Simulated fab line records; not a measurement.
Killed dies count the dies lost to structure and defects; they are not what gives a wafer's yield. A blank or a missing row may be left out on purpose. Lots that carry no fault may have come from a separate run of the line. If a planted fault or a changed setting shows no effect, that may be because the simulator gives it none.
fab line records	flow n5Finfet
record lots=9	wafers=27	lastDay=19
route steps=1938 shown SPACER0@260 BEOL_M4@1090 BEOL_M5@1113 PASSIVATION@1936
lots that met no fault: taken from a fault-free run of the same line
startH: start of the lot's first displayed wafer, in hours after the record's first day	waitH: hours from the lot's prior step to this one	" the same as in the row above	L1.1+2: a single row standing in for several wafers	- no value present, or no start provided	* or withheld: withheld	< > ~ a bound
route shown NAME@n: names a module that has steps shown in the file, with the first one's number in the route	usual: mean and standard deviation over wafers with no fault	same: alike in all rows	chamber/n: place in a boat	sites: per-site readings	_std_site: standard deviation across them	_edge_site: outer sites' mean less inner sites'	radiusMm: for every site, how far away it sits from the centre of the wafer	mask NAME#n: copy n	behind: tool/chamber where the wafer was last shaped	hold: why the lot went on hold/how many hours it stayed there/how the hold came to an end	device: which transistor (n, p or np) failed to switch	end of line: the same wafers' tests at the end of the route	a step with no rows: only its recipe	killed: count of dies lost to structure and defects at first sort (not the wafer's yield)	map: shows each die of a wafer: x if killed, . if not, _ if none is there
set.NAME: the setting the step ran with; set.NAME@STEP: the setting that earlier step ran with	model.NAME: the simulator's own value behind a step, which no gauge read
a sample of lots followed through the steps of the route, with each step as a table and each wafer as a row
services: the hour from which a tool's chamber was out of use, counted from the record's first day as startH (under 0 if before that day), plus the number of hours and why
## steps
# step N5_SPACER0_ALD_08
# recipe material=SiNx	targetThkA=20	tempC=400	aldPrecursorFamily=SiH2I2	aldCoReactant=N2/H2-plasma	pressureTorr=2
# usual chamberPressureTorr=2.000/0.0045	heaterPowerW=842/84
lot.wafer	tool	chamber	startH	waitH	chamberPressureTorr	heaterPowerW
L941.1	aldSin-03	0	64.34	0.1	1.999	917
L941.2	"	2	"	"	2.004	838
L941.6	"	1	"	"	2.004	814
L946.2	aldSin-01	2	83.79	0.1	2.003	812
L946.4	"	0	"	"	1.998	780
L946.5	"	0	"	"	1.993	783
L945.1	aldSin-03	3	85.59	0.1	1.995	895
L945.4	"	1	"	"	2.002	778
L945.6	"	2	"	"	1.992	839
L947.1	aldSin-03	0	91.94	0.1	2.006	892
L947.2	"	3	"	"	1.994	873
L947.6	"	1	"	"	2.005	804
L949.2	aldSin-04	3	100.67	0.1	2.002	936
L949.3	"	0	"	"	1.999	765
L949.6	"	3	"	"	2.002	934
L950.1	aldSin-03	0	106.81	0.1	2.004	898
L950.3	"	3	"	"	1.995	896
L950.4	"	1	"	"	1.999	814
L951.1	aldSin-03	2	115.63	0.1	1.998	816
L951.4	"	1	"	"	1.998	806
L951.6	"	2	"	"	1.997	820
L952.2	aldSin-04	3	125.01	0.1	1.991	932
L952.4	"	1	"	"	1.998	705
L952.5	"	3	"	"	2.000	927
L958.1	aldSin-03	3	157.81	0.1	1.993	902
L958.2	"	0	"	"	2.006	920
L958.4	"	2	"	"	2.004	856
# step N5_BEOL_M4_SPUTTER_86
# recipe material=Cu	targetThkA=45	tempC=-20	chamberPressurePa=0.07	powerW=withheld	timeS=8.29
# usual throttleValvePct=30.2/0.74
lot.wafer	tool	chamber	startH	waitH	throttleValvePct
L941.1	pvdSputter-03	-	195.24	0.1	30.3
L941.2	"	-	"	"	29.4
L941.6	"	-	"	"	29.3
L945.1	pvdSputter-03	-	260.37	0.1	31.2
L945.4	"	-	"	"	30.0
L945.6	"	-	"	"	29.8
L946.2	pvdSputter-03	-	262.49	0.1	29.9
L946.4	"	-	"	"	29.6
L946.5	"	-	"	"	29.5
L947.1	pvdSputter-03	-	267.15	0.1	31.1
L947.2	"	-	"	"	29.7
L947.6	"	-	"	"	29.7
L949.2	pvdSputter-01	-	279.71	0.1	31.1
L949.3	"	-	"	"	29.6
L949.6	"	-	"	"	29.2
L950.1	pvdSputter-01	-	289.37	0.1	29.2
L950.3	"	-	"	"	31.2
L950.4	"	-	"	"	31.3
L951.1	pvdSputter-03	-	293.02	0.1	31.1
L951.4	"	-	"	"	29.4
L951.6	"	-	"	"	30.1
L952.2	pvdSputter-01	-	297.83	0.1	29.4
L952.4	"	-	"	"	31.0
L952.5	"	-	"	"	30.8
L958.1	pvdSputter-01	-	337.13	0.1	29.4
L958.2	"	-	"	"	31.0
L958.4	"	-	"	"	31.3
# step N5_BEOL_M4_SPUTTER_90
# recipe material=Cu	targetThkA=45	tempC=-20	chamberPressurePa=0.07	powerW=withheld	timeS=8.29
# usual throttleValvePct=30.2/0.74
lot.wafer	tool	chamber	startH	waitH	throttleValvePct
L941.1	pvdSputter-03	-	195.68	0.1	30.3
L941.2	"	-	"	"	29.5
L941.6	"	-	"	"	29.5
L945.1	pvdSputter-03	-	260.81	0.1	31.0
L945.4	"	-	"	"	30.3
L945.6	"	-	"	"	30.1
L946.2	pvdSputter-03	-	262.93	0.1	29.6
L946.4	"	-	"	"	29.5
L946.5	"	-	"	"	29.6
L947.1	pvdSputter-03	-	267.59	0.1	30.9
L947.2	"	-	"	"	29.7
L947.6	"	-	"	"	29.8
L949.2	pvdSputter-01	-	280.15	0.1	31.1
L949.3	"	-	"	"	29.4
L949.6	"	-	"	"	29.2
L950.1	pvdSputter-01	-	289.81	0.1	29.2
L950.3	"	-	"	"	30.8
L950.4	"	-	"	"	31.2
L951.1	pvdSputter-03	-	293.46	0.1	31.2
L951.4	"	-	"	"	29.4
L951.6	"	-	"	"	30.1
L952.2	pvdSputter-01	-	298.27	0.1	29.6
L952.4	"	-	"	"	30.9
L952.5	"	-	"	"	30.8
L958.1	pvdSputter-01	-	337.57	0.1	29.5
L958.2	"	-	"	"	30.8
L958.4	"	-	"	"	31.2
# step N5_BEOL_M4_RC_MEAS_101
# usual DIBL_N=36.0/1.7	DIBL_P=36.2/1.9	IOFF_N=0.154/0.028	IOFF_N_85C=3.0/0.44	IOFF_N_LIN=0.071/0.01	IOFF_P=0.21/0.036	IOFF_P_85C=3.6/0.53	IOFF_P_LIN=0.099/0.014	ION_N=675/11	ION_P=463/8.3	REXT_N=75.6/1.6	REXT_P=100.1/2.5	SS_N=71.4/0.63	SS_P=73.2/0.55	VT_N=250.2/3	VT_N_LVT=99.5/2.9	VT_P=-251/3.7	VT_P_LVT=-99/3.1
lot.wafer	tool	chamber	startH	waitH	DIBL_N[mV/V]	DIBL_P[mV/V]	IOFF_N[nA/um]	IOFF_N_85C[nA/um]	IOFF_N_LIN[nA/um]	IOFF_P[nA/um]	IOFF_P_85C[nA/um]	IOFF_P_LIN[nA/um]	ION_N[uA/um]	ION_P[uA/um]	REXT_N[ohm.um]	REXT_P[ohm.um]	SS_N[mV/dec]	SS_P[mV/dec]	VT_N[mV]	VT_N_LVT[mV]	VT_P[mV]	VT_P_LVT[mV]
L941.1	prober-01	0	197.44	0.0	35.0	33.2	0.116	2.4	0.059	0.17	3.1	0.086	670	455	75.7	100.8	71.2	73.0	252.2	103.2	-252	-101
L941.2	"	0	"	"	38.3	38.5	0.186	3.6	0.088	0.26	4.4	0.118	688	474	75.8	98.6	72.9	73.9	245.6	96.3	-247	-96
L941.6	"	0	"	"	39.0	38.7	0.196	3.8	0.091	0.26	4.4	0.119	700	477	75.7	98.6	72.4	73.9	245.2	94.2	-246	-96
L945.1	prober-01	0	262.57	0.0	38.5	40.8	0.191	3.6	0.086	0.23	4.0	0.104	689	469	77.0	97.4	71.7	73.7	247.8	95.7	-248	-97
L945.4	"	0	"	"	34.9	36.2	0.124	2.5	0.060	0.17	3.0	0.083	654	455	76.4	95.8	71.2	73.0	255.7	101.8	-254	-102
L945.6	"	0	"	"	37.2	39.1	0.178	3.4	0.082	0.20	3.6	0.095	700	465	75.3	97.4	71.2	74.1	246.3	95.7	-252	-99
L946.2	prober-02	0	264.84	0.2	34.7	35.6	0.134	2.7	0.064	0.18	3.3	0.092	666	460	73.5	104.4	71.4	72.7	252.2	101.1	-252	-103
L946.4	"	0	"	"	35.7	36.4	0.155	3.0	0.073	0.20	3.5	0.099	679	461	73.1	104.3	71.4	72.8	248.9	97.7	-251	-100
L946.5	"	0	"	"	35.7	36.5	0.146	2.9	0.071	0.19	3.4	0.096	674	465	75.8	105.1	71.2	72.5	249.6	100.1	-251	-101
L947.1	prober-01	0	269.35	0.0	36.9	37.4	0.154	3.0	0.072	0.20	3.4	0.093	673	455	78.9	106.0	71.7	73.4	252.1	98.5	-252	-100
L947.2	"	0	"	"	35.5	35.5	0.126	2.5	0.061	0.18	3.1	0.087	660	455	79.2	104.3	72.1	72.6	252.8	101.0	-252	-101
L947.6	"	0	"	"	36.7	36.4	0.142	2.8	0.068	0.18	3.2	0.088	670	455	78.3	104.5	71.4	73.1	250.3	98.6	-254	-102
L949.2	prober-02	0	282.07	0.2	35.3	34.8	0.139	2.8	0.067	0.19	3.3	0.093	680	463	76.4	97.8	71.2	73.5	248.6	98.4	-253	-99
L949.3	"	0	"	"	37.6	36.5	0.168	3.4	0.076	0.21	3.7	0.101	674	459	77.2	99.8	72.3	73.3	250.2	96.5	-250	-98
L949.6	"	0	"	"	35.9	35.5	0.142	2.9	0.067	0.19	3.4	0.091	670	453	77.1	100.2	71.2	73.5	251.0	99.7	-254	-99
L950.1	prober-02	0	291.63	0.0	38.4	38.3	0.186	3.5	0.085	0.21	3.7	0.099	689	457	76.5	102.0	71.5	73.9	247.5	97.7	-252	-102
L950.3	"	0	"	"	36.0	35.2	0.135	2.7	0.065	0.17	3.1	0.086	667	452	77.4	101.9	71.5	73.1	250.2	103.2	-253	-104
L950.4	"	0	"	"	37.1	35.5	0.162	3.1	0.074	0.18	3.1	0.086	677	456	73.9	102.2	71.9	73.5	250.1	100.4	-255	-104
L951.1	prober-01	0	297.52	0.0	38.1	39.2	0.194	3.7	0.088	0.22	3.9	0.101	699	468	74.8	98.1	71.7	73.8	248.7	94.5	-251	-98
L951.4	"	0	"	"	36.0	36.2	0.148	2.9	0.068	0.17	3.1	0.084	669	449	75.2	99.9	71.4	73.2	251.7	99.1	-256	-102
L951.6	"	0	"	"	37.3	37.9	0.170	3.3	0.077	0.20	3.4	0.092	677	454	75.1	97.7	71.6	73.6	249.3	96.9	-255	-100
L952.2	prober-02	0	300.37	0.2	35.6	36.0	0.124	2.5	0.060	0.18	3.2	0.085	651	450	74.4	99.7	71.6	72.4	252.7	102.4	-252	-102
L952.4	"	0	"	"	37.3	38.0	0.157	3.1	0.072	0.21	3.6	0.094	668	456	74.1	99.5	72.5	72.9	251.6	98.9	-251	-100
L952.5	"	0	"	"	38.7	38.1	0.185	3.5	0.077	0.22	3.7	0.098	668	457	72.8	98.0	72.8	73.2	248.1	98.6	-249	-99
L958.1	prober-02	0	339.42	0.0	45.3	43.6	0.381	6.4	0.146	0.50	7.4	0.204	730	504	66.0	88.1	73.4	74.9	238.8	84.1	-236	-82
L958.2	"	0	"	"	39.3	38.5	0.221	4.0	0.093	0.26	4.4	0.121	682	466	73.7	99.3	72.9	73.6	246.6	94.4	-246	-94
L958.4	"	0	"	"	44.5	43.3	0.369	6.2	0.148	0.50	7.5	0.207	737	510	64.6	86.1	72.3	75.2	235.6	84.1	-235	-82
# step N5_BEOL_M5_CURE_79
# recipe tempC=385	timeS=240	ambient=He/Ar	material=SiCOH_lowk
# usual lampPowerPct=52.31/0.062	wafer_temp_C_max=386.7/0.61
lot.wafer	tool	chamber	startH	waitH	lampPowerPct	wafer_temp_C_max
L941.1	uvCure-03	1	198.46	0.0	52.31	386.8
L941.2	"	1	"	"	52.38	386.9
L941.6	"	1	"	"	52.33	387.0
L945.1	uvCure-02	0	263.59	0.0	52.35	386.6
L945.4	"	0	"	"	52.37	386.2
L945.6	"	0	"	"	52.34	386.5
L946.2	uvCure-03	2	265.79	0.1	52.41	386.4
L946.4	"	2	"	"	52.28	386.2
L946.5	"	2	"	"	52.27	385.9
L947.1	uvCure-02	0	270.37	0.0	52.32	386.5
L947.2	"	0	"	"	52.35	386.2
L947.6	"	0	"	"	52.36	386.8
L949.2	uvCure-03	2	283.01	0.1	52.28	386.5
L949.3	"	2	"	"	52.39	386.3
L949.6	"	2	"	"	52.40	386.1
L950.1	uvCure-01	0	292.66	0.0	52.20	387.3
L950.3	"	0	"	"	52.34	387.0
L950.4	"	0	"	"	52.32	386.9
L951.1	uvCure-01	1	298.55	0.0	52.25	386.1
L951.4	"	1	"	"	52.27	386.3
L951.6	"	1	"	"	52.30	386.2
L952.2	uvCure-01	0	301.32	0.1	52.30	387.2
L952.4	"	0	"	"	52.42	388.7
L952.5	"	0	"	"	52.28	386.9
L958.1	uvCure-01	1	340.46	0.1	52.34	386.2
L958.2	"	1	"	"	52.23	385.8
L958.4	"	1	"	"	52.32	386.0
# step N5_PASSIVATION_PROBE_49
# usual defectLimitedYield=90.9/1.4	killed_at_M0_to_M3=38/11	killed_at_M4_up=13/5.9	killedAtContacts=14/6.4	killedAtFrontEnd=38/11	killedAtOther=3.3/2.5	killedDies=107/16	killedOnRim=14/3.6	killedOpen=70/12	killedShort=35/7.7	sort_bin_4_leakage=0.00/0.007	sort_bin_5_function=5.3/0.94	sort_bin_6_memory=3.5/0.7	sortNPass=1073/16	sortYieldPct=90.9/1.4
# same grossDies=1180	killedAtBackSide=0	sort_bin_8_speed[%]=0
lot.wafer	tool	chamber	startH	waitH	defectLimitedYield[%]	killed_at_M0_to_M3	killed_at_M4_up	killedAtContacts	killedAtFrontEnd	killedAtOther	killedDies	killedOnRim	killedOpen	killedShort	sort_bin_4_leakage[%]	sort_bin_5_function[%]	sort_bin_6_memory[%]	sortNPass	sortYieldPct[%]
L946.2	prober-02	-	371.81	0.1	91.4	38	12	18	24	9	101	11	74	27	0	4.7	3.6	1079	91.4
L946.4	prober-02	-	371.91	0.2	89.6	45	17	18	38	5	123	17	77	43	0	6.0	4.2	1057	89.6
L946.5	prober-02	-	371.96	0.2	91.1	34	16	11	35	9	105	14	67	36	0	6.3	2.1	1075	91.1
L945.1	prober-01	-	372.04	0.0	89.7	44	12	10	54	2	122	14	75	47	0	5.8	3.7	1058	89.7
L945.4	prober-01	-	372.19	0.2	93.2	33	12	9	25	1	80	12	60	18	0	3.7	2.8	1100	93.2
L945.6	prober-01	-	372.29	0.3	91.5	37	21	5	32	5	100	12	65	31	0	5.5	2.8	1080	91.5
L949.2	prober-02	-	395.85	0.1	90.7	40	16	14	38	2	110	15	79	31	0	5.7	3.4	1070	90.7
L949.3	prober-02	-	395.90	0.1	91.9	30	25	10	25	5	95	12	76	19	0	4.7	3.2	1085	91.9
L949.6	prober-02	-	396.05	0.3	89.7	38	28	15	37	4	122	16	91	31	0	5.5	4.6	1058	89.7
L950.1	prober-02	-	406.66	0.0	90.8	37	11	9	42	10	109	19	57	49	0	5.0	3.4	1071	90.8
L950.3	prober-02	-	406.76	0.1	91.8	39	8	8	40	2	97	12	65	31	0	5.0	3.1	1083	91.8
L950.4	prober-02	-	406.81	0.2	90.7	41	9	12	46	2	110	15	69	39	0	5.3	3.6	1070	90.7
L951.1	prober-01	-	407.03	0.0	89.7	41	22	20	37	2	122	14	82	40	0	5.3	5.1	1058	89.7
L951.4	prober-01	-	407.18	0.2	90.1	55	18	14	29	1	117	13	80	37	0	6.4	3.4	1063	90.1
L951.6	prober-01	-	407.28	0.3	90.0	45	20	18	31	4	118	15	82	36	0	5.9	3.6	1062	90.0
L952.2	prober-01	-	414.28	0.1	90.3	29	9	7	63	6	114	12	71	42	0	5.4	3.7	1066	90.3
L952.4	prober-01	-	414.38	0.2	90.3	36	13	5	50	10	114	20	76	32	0	5.2	4.4	1066	90.3
L952.5	prober-01	-	414.43	0.2	89.6	47	18	14	38	6	123	15	81	40	0	6.4	3.5	1057	89.6
L958.1	prober-02	-	461.48	0.0	88.7	60	16	6	48	3	133	24	75	55	11.10	7.0	3.9	916	77.6
L958.2	prober-02	-	461.53	0.1	89.5	54	5	11	51	3	124	12	81	42	0	6.2	4.0	1056	89.5
L958.4	prober-02	-	461.63	0.2	88.9	43	14	17	51	6	131	14	86	45	7.03	5.8	4.8	966	81.9
# killed by level:class
L946.2 BEOL_M3:geometricParticle:open=14 MOL_CONTACT_COAG:geometricParticle:open=13 FIN_SAQP:geometricParticle:open=8 BEOL_M2:geometricParticle:open=7 MOL_CONTACT_COAG:geometricParticle:short=5 BEOL_M0_SAQP:geometricParticle:open=5 BEOL_M1:geometricParticle:open=5 FIN_SAQP:geometricParticle:short=4
L946.4 MOL_CONTACT_COAG:geometricParticle:open=13 BEOL_M0_SAQP:geometricParticle:short=13 BEOL_M4:geometricParticle:open=12 FIN_SAQP:geometricParticle:short=9 BEOL_M3:geometricParticle:open=9 BEOL_M1:geometricParticle:open=8 BEOL_M2:geometricParticle:open=7 BEOL_M0_SAQP:geometricParticle:open=6
L946.5 BEOL_M2:geometricParticle:open=10 BEOL_M3:geometricParticle:open=9 STI_FIN_REVEAL:geometricParticle:open=8 MOL_CONTACT_COAG:geometricParticle:open=8 BEOL_M4:geometricParticle:open=8 FIN_SAQP:geometricParticle:open=6 PASS1_CAP:geometricParticle:short=6 FIN_SAQP:geometricParticle:short=5
L945.1 FIN_SAQP:geometricParticle:open=19 BEOL_M0_SAQP:geometricParticle:short=14 BEOL_M3:geometricParticle:open=14 FIN_SAQP:geometricParticle:short=11 STI_FIN_REVEAL:geometricParticle:open=9 BEOL_M0_SAQP:geometricParticle:open=7 BEOL_M2:geometricParticle:open=6 STI_FIN_REVEAL:geometricParticle:short=5
L945.4 MOL_CONTACT_COAG:geometricParticle:open=9 BEOL_M2:geometricParticle:open=8 BEOL_M3:geometricParticle:open=7 BEOL_M0_SAQP:geometricParticle:open=6 BEOL_M4:geometricParticle:open=6 STI_FIN_REVEAL:geometricParticle:open=5 BEOL_M0_SAQP:geometricParticle:short=5 GATE_CUT:geometricParticle:open=4
L945.6 BEOL_M0:geometricParticle:open=9 STI_FIN_REVEAL:geometricParticle:open=8 BEOL_M4:geometricParticle:open=8 FIN_SAQP:geometricParticle:short=7 BEOL_M0_SAQP:geometricParticle:open=7 BEOL_M3:geometricParticle:open=6 FIN_SAQP:geometricParticle:open=5 MOL_CONTACT_COAG:geometricParticle:open=5
L949.2 FIN_SAQP:geometricParticle:open=11 MOL_CONTACT_COAG:geometricParticle:open=11 BEOL_M1:geometricParticle:open=11 BEOL_M4:geometricParticle:open=10 FIN_SAQP:geometricParticle:short=7 DUMMY_GATE:geometricParticle:open=7 BEOL_M0_SAQP:geometricParticle:open=7 BEOL_M3:geometricParticle:open=7
L949.3 BEOL_M4:geometricParticle:open=15 BEOL_M1:geometricParticle:open=9 FIN_SAQP:geometricParticle:open=8 MOL_CONTACT_COAG:geometricParticle:open=7 BEOL_M3:geometricParticle:open=6 BEOL_M2:geometricParticle:open=5 STI_FIN_REVEAL:geometricParticle:open=4 GATE_CUT:geometricParticle:short=3
L949.6 BEOL_M4:geometricParticle:open=18 BEOL_M0_SAQP:geometricParticle:open=14 MOL_CONTACT_COAG:geometricParticle:open=11 FIN_SAQP:geometricParticle:open=9 BEOL_M0_SAQP:geometricParticle:short=8 FIN_SAQP:geometricParticle:short=7 DUMMY_GATE:geometricParticle:open=6 BEOL_M5:geometricParticle:open=6
L950.1 FIN_SAQP:geometricParticle:short=9 FIN_SAQP:geometricParticle:open=7 MOL_CONTACT_COAG:geometricParticle:open=7 MIM_TOP_ETCH:geometricParticle:short=6 DUMMY_GATE:geometricParticle:open=5 GATE_CUT:geometricParticle:short=5 BEOL_M0_SAQP:geometricParticle:open=5 BEOL_M0_SAQP:geometricParticle:short=5
L950.3 BEOL_M0_SAQP:geometricParticle:open=9 BEOL_M1:geometricParticle:open=9 FIN_SAQP:geometricParticle:open=8 DUMMY_GATE:geometricParticle:open=7 BEOL_M0_SAQP:geometricParticle:short=7 MOL_CONTACT_COAG:geometricParticle:open=6 BEOL_M3:geometricParticle:open=6 STARTING-WAFER:geometricParticle:short=5
L950.4 STI_FIN_REVEAL:geometricParticle:open=16 BEOL_M3:geometricParticle:open=14 MOL_CONTACT_COAG:geometricParticle:open=8 FIN_SAQP:geometricParticle:short=7 FIN_SAQP:geometricParticle:open=5 GATE_CUT:geometricParticle:short=5 BEOL_M0:geometricParticle:open=5 BEOL_M3:geometricParticle:short=5
L951.1 MOL_CONTACT_COAG:geometricParticle:open=14 DUMMY_GATE:geometricParticle:open=10 BEOL_M3:geometricParticle:open=10 BEOL_M4:geometricParticle:open=10 BEOL_M2:geometricParticle:open=7 MOL_CONTACT_COAG:geometricParticle:short=6 BEOL_M0_SAQP:geometricParticle:short=6 STI_FIN_REVEAL:geometricParticle:open=5
L951.4 MOL_CONTACT_COAG:geometricParticle:open=12 BEOL_M0:geometricParticle:open=12 BEOL_M4:geometricParticle:open=12 BEOL_M3:geometricParticle:open=11 BEOL_M0_SAQP:geometricParticle:open=10 GATE_CUT:geometricParticle:short=8 BEOL_M0_SAQP:geometricParticle:short=7 BEOL_M2:geometricParticle:open=7
L951.6 MOL_CONTACT_COAG:geometricParticle:open=14 FIN_SAQP:geometricParticle:short=12 BEOL_M2:geometricParticle:open=9 BEOL_M3:geometricParticle:open=9 FIN_SAQP:geometricParticle:open=8 BEOL_M0_SAQP:geometricParticle:open=7 BEOL_M0:geometricParticle:open=6 BEOL_M4:geometricParticle:open=6
L952.2 STI_FIN_REVEAL:geometricParticle:open=19 FIN_SAQP:geometricParticle:open=9 FIN_SAQP:geometricParticle:short=7 DUMMY_GATE:geometricParticle:open=5 BEOL_M1:geometricParticle:short=5 BEOL_M0_SAQP:geometricParticle:open=5 STI_FIN_REVEAL:geometricParticle:short=4 ILD0:geometricParticle:open=4
L952.4 FIN_SAQP:geometricParticle:open=19 BEOL_M0_SAQP:geometricParticle:open=10 FIN_SAQP:geometricParticle:short=8 STI_FIN_REVEAL:geometricParticle:open=8 BEOL_M1:geometricParticle:open=7 BEOL_M0_SAQP:geometricParticle:short=5 MOL_CONTACT_COAG:geometricParticle:open=5 MIM_TOP:geometricParticle:short=5
L952.5 MOL_CONTACT_COAG:geometricParticle:open=13 BEOL_M0_SAQP:geometricParticle:short=13 BEOL_M0_SAQP:geometricParticle:open=12 BEOL_M3:geometricParticle:open=9 STI_FIN_REVEAL:geometricParticle:open=8 FIN_SAQP:geometricParticle:open=6 BEOL_M4:geometricParticle:open=5 FIN_SAQP:geometricParticle:short=4
L958.1 FIN_SAQP:geometricParticle:short=21 BEOL_M1:geometricParticle:open=13 BEOL_M0_SAQP:geometricParticle:short=11 BEOL_M2:geometricParticle:open=11 FIN_SAQP:geometricParticle:open=10 BEOL_M4:geometricParticle:open=9 BEOL_M3:geometricParticle:open=8 BEOL_M1:geometricParticle:short=4
L958.2 FIN_SAQP:geometricParticle:open=18 FIN_SAQP:geometricParticle:short=12 MOL_CONTACT_COAG:geometricParticle:open=10 BEOL_M3:geometricParticle:open=10 STI_FIN_REVEAL:geometricParticle:open=8 BEOL_M1:geometricParticle:open=8 BEOL_M1:geometricParticle:short=8 BEOL_M2:geometricParticle:open=8
L958.4 FIN_SAQP:geometricParticle:open=19 FIN_SAQP:geometricParticle:short=15 BEOL_M1:geometricParticle:open=13 MOL_CONTACT_COAG:geometricParticle:open=12 BEOL_M2:geometricParticle:open=10 GATE_CUT:geometricParticle:open=5 MOL_CONTACT_COAG:geometricParticle:short=5 BEOL_M4:geometricParticle:open=5
## services
tool	chamber	startH	hours	kind
uvCure-02	-	68.22	12.4	repair
aldSin-01	-	85.46	14.0	pm
uvCure-01	-	105.08	1.0	pm
aldSin-01	-	110.18	2.8	pm
aldSin-03	-	110.86	1.4	repair
uvCure-03	-	127.18	1.0	pm
aldSin-01	1	127.63	3.0	repair
uvCure-01	-	190.89	5.8	repair
aldSin-03	3	193.74	3.0	repair
pvdSputter-03	-	205.12	1.6	repair
uvCure-03	-	220.95	2.8	pm
uvCure-03	-	225.69	0.9	repair
pvdSputter-01	-	237.91	1.1	repair
aldSin-01	-	244.06	1.3	repair
aldSin-03	-	268.43	14.0	pm
aldSin-03	0	268.43	14.0	ventCycle
aldSin-04	-	270.20	6.0	pm
aldSin-01	2	276.38	17.0	repair
uvCure-01	-	279.90	0.5	repair
uvCure-02	-	281.24	7.5	pm
uvCure-03	-	289.04	7.5	pm
aldSin-01	1	292.81	2.0	repair
aldSin-03	2	298.75	6.0	repair
aldSin-03	3	312.96	10.0	repair
## key
firstSign step=N5_BEOL_M4_RC_MEAS_101	reading=IOFF_N	direction=up	sigmas=8.1	usual=0.154	struck=0.375
effect step=N5_BEOL_M4_RC_MEAS_101	reading=IOFF_P	direction=up	sigmas=8	usual=0.21	struck=0.50
effect step=N5_BEOL_M4_RC_MEAS_101	reading=IOFF_N_85C	direction=up	sigmas=7.5	usual=3.0	struck=6.3
effect step=N5_BEOL_M4_RC_MEAS_101	reading=IOFF_P_LIN	direction=up	sigmas=7.4	usual=0.099	struck=0.206
effect step=N5_BEOL_M4_RC_MEAS_101	reading=IOFF_P_85C	direction=up	sigmas=7.4	usual=3.6	struck=7.5
effect step=N5_BEOL_M4_RC_MEAS_101	reading=IOFF_N_LIN	direction=up	sigmas=7.3	usual=0.071	struck=0.147
effect step=N5_BEOL_M4_RC_MEAS_101	reading=REXT_N	direction=down	sigmas=6.6	usual=75.6	struck=65.3
effect step=N5_BEOL_M4_RC_MEAS_101	reading=VT_P_LVT	direction=up	sigmas=5.5	usual=-99	struck=-82
effect step=N5_BEOL_M4_RC_MEAS_101	reading=DIBL_N	direction=up	sigmas=5.4	usual=36.0	struck=44.9
effect step=N5_BEOL_M4_RC_MEAS_101	reading=ION_P	direction=up	sigmas=5.3	usual=463	struck=507
effect step=N5_BEOL_M4_RC_MEAS_101	reading=VT_N_LVT	direction=down	sigmas=5.3	usual=99.5	struck=84.1
effect step=N5_BEOL_M4_RC_MEAS_101	reading=REXT_P	direction=down	sigmas=5.2	usual=100.1	struck=87.1
effect step=N5_PASSIVATION_PROBE_49	reading=sort_bin_4_leakage	direction=up	sigmas=99+	usual=0.00	struck=9.07
metAt N5_SPACER0_ALD_08
struckLots L958
struckWafers L958.1,L958.4
notActingAt N5_BEOL_M4_SPUTTER_86,N5_BEOL_M4_SPUTTER_90,N5_BEOL_M5_CURE_79
onsetBetween 115.63 157.81
fault kind=processParameterDrift	tool=aldSin-03	chamber=-	onsetH=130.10	steps=N5_SPACER0_ALD_08	channel=targetThkA	offset=*	shape=step	endH=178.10	scope=struckWafersOnly	actsIn=*	stated=*
